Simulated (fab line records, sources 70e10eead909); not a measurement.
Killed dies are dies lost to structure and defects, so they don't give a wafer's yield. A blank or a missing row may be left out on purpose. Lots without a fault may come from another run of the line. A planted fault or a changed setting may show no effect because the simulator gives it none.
Which tool did it? | flow nand_harc | 14 lots, 42 wafers sampled, at 5 steps of a route of 1302

WHAT THE GAUGES READ, wafer by wafer
NHARC_A_ONON_D1_THK_MEAS_21: measures by ellipsometry. Usual: thk_nm 1001 nm, standard deviation 10.
lot  | measured     | on            | thk_nm (nm)    | flag
L551 | day 8 09:42  | film_metro-01 | 1008 1005 1008 |
L552 | day 8 17:34  | film_metro-01 | 1004 1006 1005 |
L553 | day 9 06:29  | film_metro-02 | 995 994 994    |
L555 | day 10 08:23 | film_metro-01 | 996 998 999    |
L556 | day 10 08:23 | film_metro-02 | 984 986 986    |
L557 | day 10 18:38 | film_metro-02 | 1015 1015 1014 |
L558 | day 11 04:12 | film_metro-02 | 989 989 989    |
L559 | day 11 12:47 | film_metro-01 | 1007 1007 1006 |
L561 | day 12 08:11 | film_metro-01 | 1004 1006 1007 |
L564 | day 13 11:22 | film_metro-01 | 1006 1006 1007 |
L567 | day 15 07:28 | film_metro-02 | 690 692 691    | OFF
L569 | day 15 11:13 | film_metro-02 | 703 702 704    | OFF
L573 | day 17 13:11 | film_metro-01 | 994 996 996    |
L574 | day 18 01:55 | film_metro-01 | 999 1000 1000  |

NHARC_A_ONON_D1_INSPECT_32. Usual: raw_defect_count 66, standard deviation 22.
lot  | measured     | on                | raw_defect_count | flag
L551 | day 8 11:58  | defect_inspect-02 | 87 50 49         |
L552 | day 8 19:49  | defect_inspect-02 | 92 49 64         |
L553 | day 9 08:43  | defect_inspect-02 | 80 78 38         |
L555 | day 10 10:47 | defect_inspect-01 | 70 96 30         |
L556 | day 10 10:40 | defect_inspect-01 | 82 48 79         |
L557 | day 10 20:53 | defect_inspect-01 | 56 83 76         |
L558 | day 11 06:26 | defect_inspect-01 | 51 88 74         |
L559 | day 11 15:02 | defect_inspect-01 | 64 58 93         |
L561 | day 12 10:25 | defect_inspect-02 | 69 125 61        |
L564 | day 13 13:36 | defect_inspect-01 | 51 17 42         |
L567 | day 15 09:42 | defect_inspect-01 | 55 107 52        |
L569 | day 15 13:37 | defect_inspect-02 | 110 96 80        |
L573 | day 17 15:35 | defect_inspect-01 | 65 45 55         |
L574 | day 18 04:15 | defect_inspect-01 | 82 64 73         |

NHARC_END_SORT_01. Usual: killed_at_array 54, standard deviation 17; killed_at_other 0.7, standard deviation 1; killed_at_periphery 3.7, standard deviation 2.9; killed_dies 58, standard deviation 16; killed_open 3.2, standard deviation 1.9; killed_short 2.2, standard deviation 1.5.
lot  | measured     | on        | killed_at_array | killed_at_other | killed_at_periphery | killed_dies | killed_open | killed_short | flag
L551 | day 24 21:08 | prober-02 | 88 79 90        | 0 0 0           | 2 3 1               | 90 82 91    | 5 1 3       | 3 3 1        |
L552 | day 24 21:10 | prober-01 | 51 42 47        | 3 5 0           | 11 8 9              | 65 55 56    | 6 3 5       | 1 1 0        |
L553 | day 25 12:46 | prober-01 | 49 53 55        | 0 1 1           | 0 4 4               | 49 58 60    | 2 2 5       | 3 1 0        |
L555 | day 25 22:12 | prober-01 | 63 59 55        | 1 1 0           | 4 6 3               | 68 66 58    | 1 4 1       | 2 1 1        |
L556 | day 26 16:55 | prober-02 | 60 38 53        | 0 0 0           | 0 0 0               | 60 38 53    | 5 1 6       | 5 2 1        |
L557 | day 27 07:11 | prober-01 | 52 54 55        | 2 1 0           | 3 1 3               | 57 56 58    | 2 2 3       | 2 2 2        |
L558 | day 28 06:05 | prober-01 | 52 49 50        | 0 0 1           | 1 1 1               | 53 50 52    | 3 2 5       | 3 3 3        |
L559 | day 27 22:20 | prober-01 | 63 55 57        | 0 0 1           | 5 1 4               | 68 56 62    | 5 4 2       | 3 1 2        |
L561 | day 28 06:55 | prober-02 | 61 65 70        | 1 0 0           | 0 3 0               | 62 68 70    | 4 4 4       | 1 4 2        |
L564 | day 29 11:16 | prober-01 | 49 42 45        | 0 0 0           | 11 13 8             | 60 55 53    | 1 3 3       | 4 2 4        |
L567 | day 31 07:34 | prober-02 | 674 676 674     | 1 0 2           | 2 1 1               | 677 677 677 | 1 2 1       | 2 5 4        | OFF
L569 | day 31 17:40 | prober-01 | 675 675 675     | 0 0 0           | 2 2 2               | 677 677 677 | 4 0 3       | 2 2 1        | OFF
L573 | day 33 13:12 | prober-02 | 51 28 54        | 2 0 3           | 4 4 5               | 57 32 62    | 2 3 3       | 4 1 3        |
L574 | day 34 14:29 | prober-01 | 61 66 36        | 0 1 2           | 3 2 7               | 64 69 45    | 4 7 8       | 3 4 2        |

WHICH TOOL RAN EACH LOT (tool, then ch and the chambers of the sampled wafers, then the start)
lot  | NHARC_A_ONON_D1_DEP_19           | NHARC_A_CHANNEL_HOLE_D1_DEP_01
L551 | pecvd_onon-01 ch 0, day 8 09:11  | pecvd-04 ch 0,1,2, day 8 14:58
L552 | pecvd_onon-01 ch 0, day 8 17:03  | pecvd-04 ch 1,2, day 8 23:13
L553 | pecvd_onon-04 ch 0, day 9 06:02  | pecvd-04 ch 0,1,2, day 9 16:56
L555 | pecvd_onon-01 ch 0, day 10 07:56 | pecvd-03 ch 0,2, day 10 12:50
L556 | pecvd_onon-04 ch 0, day 10 08:00 | pecvd-01 ch 1,2, day 10 12:46
L557 | pecvd_onon-04 ch 0, day 10 18:07 | pecvd-03 ch 0,2, day 11 00:07
L558 | pecvd_onon-03 ch 0, day 11 03:45 | pecvd-04 ch 0,1,2, day 11 13:57
L559 | pecvd_onon-04 ch 0, day 11 12:20 | pecvd-04 ch 0,2, day 11 20:05
L561 | pecvd_onon-04 ch 0, day 12 07:47 | pecvd-03 ch 0,1, day 12 12:26
L564 | pecvd_onon-01 ch 0, day 13 10:52 | pecvd-03 ch 0,1, day 13 15:44
L567 | pecvd_onon-01 ch 0, day 15 07:01 | -
L569 | pecvd_onon-01 ch 0, day 15 10:50 | -
L573 | pecvd_onon-04 ch 0, day 17 12:41 | pecvd-04 ch 0,1,2, day 17 20:10
L574 | pecvd_onon-01 ch 0, day 18 01:28 | pecvd-01 ch 0,1,2, day 18 07:59
- NHARC_A_ONON_D1_DEP_19: target thk 1000 nm.
- NHARC_A_CHANNEL_HOLE_D1_DEP_01: deposits SiON, target thk 140 nm.

WHAT THE TOOLS THEMSELVES READ (means of the sampled wafers that have a number; where no wafer has one, the mark that the record gives instead)
NHARC_A_CHANNEL_HOLE_D1_DEP_01. Usual: heater_power_w 717 W, standard deviation 120.
lot  | tool     | heater_power_w (W) | flag
L551 | pecvd-04 | 675                |
L552 | pecvd-04 | 693                |
L553 | pecvd-04 | 680                |
L555 | pecvd-03 | 543                |
L556 | pecvd-01 | 973                |
L557 | pecvd-03 | 561                |
L558 | pecvd-04 | 715                |
L559 | pecvd-04 | 742                |
L561 | pecvd-03 | 631                |
L564 | pecvd-03 | 617                |
L573 | pecvd-04 | 692                |
L574 | pecvd-01 | 779                |

THE ANSWER, worked out from the rows above alone
Rule: a lot is off if the mean of its wafers that have a number lies more than 3 standard deviations from the usual mean. A lot without any number at a reading at which 4 lots or more have one is off too. The other lots that the step has rows for count as sound. The gauges are gone through in route order, then the tools' own readings, and for those a lot's mean is taken as printed above. The first step at which some lot is off is used, and at that step the reading that is off furthest; a lot without a number counts as furthest.
Off: L567, L569, at NHARC_A_ONON_D1_THK_MEAS_21 (thk_nm).
A tool fits if, at a process step before that reading, it ran every lot that is off, and no sound lot after the first of them. The gauges at NHARC_A_ONON_D1_THK_MEAS_21 aren't tried: what is off there is off at NHARC_END_SORT_01 too, on other tools, and a gauge's error can't cause that. None of those tried fits.

WHAT THE SIMULATOR HAD PUT IN
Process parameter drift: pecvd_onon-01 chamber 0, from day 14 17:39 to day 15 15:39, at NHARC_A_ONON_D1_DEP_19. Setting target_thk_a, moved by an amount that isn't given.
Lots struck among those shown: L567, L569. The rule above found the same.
